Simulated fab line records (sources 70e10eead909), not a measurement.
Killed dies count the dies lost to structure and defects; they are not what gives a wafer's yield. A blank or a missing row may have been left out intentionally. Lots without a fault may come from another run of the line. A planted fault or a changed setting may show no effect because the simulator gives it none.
The tool behind it: which one?    flow nand_harc    6 lots, 18 wafers sampled, at 4 steps of a route of 1159

== WHAT THE GAUGES SHOWED, per wafer ==
NHARC_P_GATE_INSPECT_68.
lot   measured      on                 raw_defect_count
L107  day 5 16:12   defect_inspect-01  197 226 621
L113  day 7 16:02   defect_inspect-01  211 118 83
L115  day 8 00:32   defect_inspect-02  127 144 297
L119  day 8 17:35   defect_inspect-02  143 191 116
L120  day 9 05:40   defect_inspect-01  529 701 528
L128  day 10 20:55  defect_inspect-01  323 134 247

== WHAT TOOL EACH LOT RAN ON (gives the tool, then ch and the chambers of the sampled wafers, and finally the start) ==
lot   NHARC_P_GATE_ALD_36               NHARC_P_GATE_STRIP_95                 NHARC_P_GATE_RTA_64
L107  ald_sin-03 ch 0,1,3, day 4 23:05  plasma_asher-01 ch 0,1, day 5 14:22   rtp_anneal-02 ch 0, day 5 14:55
L113  ald_sin-02 ch 1,2,3, day 6 22:47  plasma_asher-01 ch 0,1, day 7 14:12   rtp_anneal-02 ch 0, day 7 14:47
L115  ald_sin-03 ch 0,2,3, day 7 07:14  plasma_asher-01 ch 0,1, day 7 22:39   rtp_anneal-01 ch 0, day 7 23:15
L119  ald_sin-03 ch 0,1,2, day 8 01:17  plasma_asher-01 ch 0,1, day 8 15:44   rtp_anneal-02 ch 0, day 8 16:20
L120  ald_sin-03 ch 0,1,2, day 8 14:34  plasma_asher-01 ch 0,1, day 9 03:46   rtp_anneal-01 ch 0, day 9 04:30
L128  ald_sin-01 ch 2,3, day 10 03:37   plasma_asher-01 ch 0,1, day 10 18:47  rtp_anneal-02 ch 0, day 10 19:31
- NHARC_P_GATE_ALD_36: deposits SiNx, target thk 20 nm, pulse time 60 s, ald cycles 223.
- NHARC_P_GATE_STRIP_95: strips in O2.
- NHARC_P_GATE_RTA_64: time 1 s.

== THE ANSWER, worked out from the rows above alone ==
Rule: what is usual is taken from the lots themselves. Put in order of their means at a reading, lots are off if they are a third of the lots or fewer, leave a main group of 4 or more, and stand apart from it by a gap of 3 or more times the standard deviation of the main group's means; of several such gaps the widest counts. Not used: any main group whose means are identical at the precision the tables above print for the reading. A lot without any number at a reading at which 4 lots or more have one is off too. The other lots that the step has rows for count as sound.
Off, at NHARC_P_GATE_INSPECT_68 on raw_defect_count: L120. The main group has a mean of 212 with a standard deviation of 76.
If a tool, at a process step before that reading, ran all the lots that are off and no sound lot after the first of them, it fits. Gauges at NHARC_P_GATE_INSPECT_68: tried the same way as those tools. This does not decide it: 2 tools fit, namely ald_sin-03 at NHARC_P_GATE_ALD_36 and rtp_anneal-01 at NHARC_P_GATE_RTA_64.

== WHAT WAS PUT IN BY THE SIMULATOR ==
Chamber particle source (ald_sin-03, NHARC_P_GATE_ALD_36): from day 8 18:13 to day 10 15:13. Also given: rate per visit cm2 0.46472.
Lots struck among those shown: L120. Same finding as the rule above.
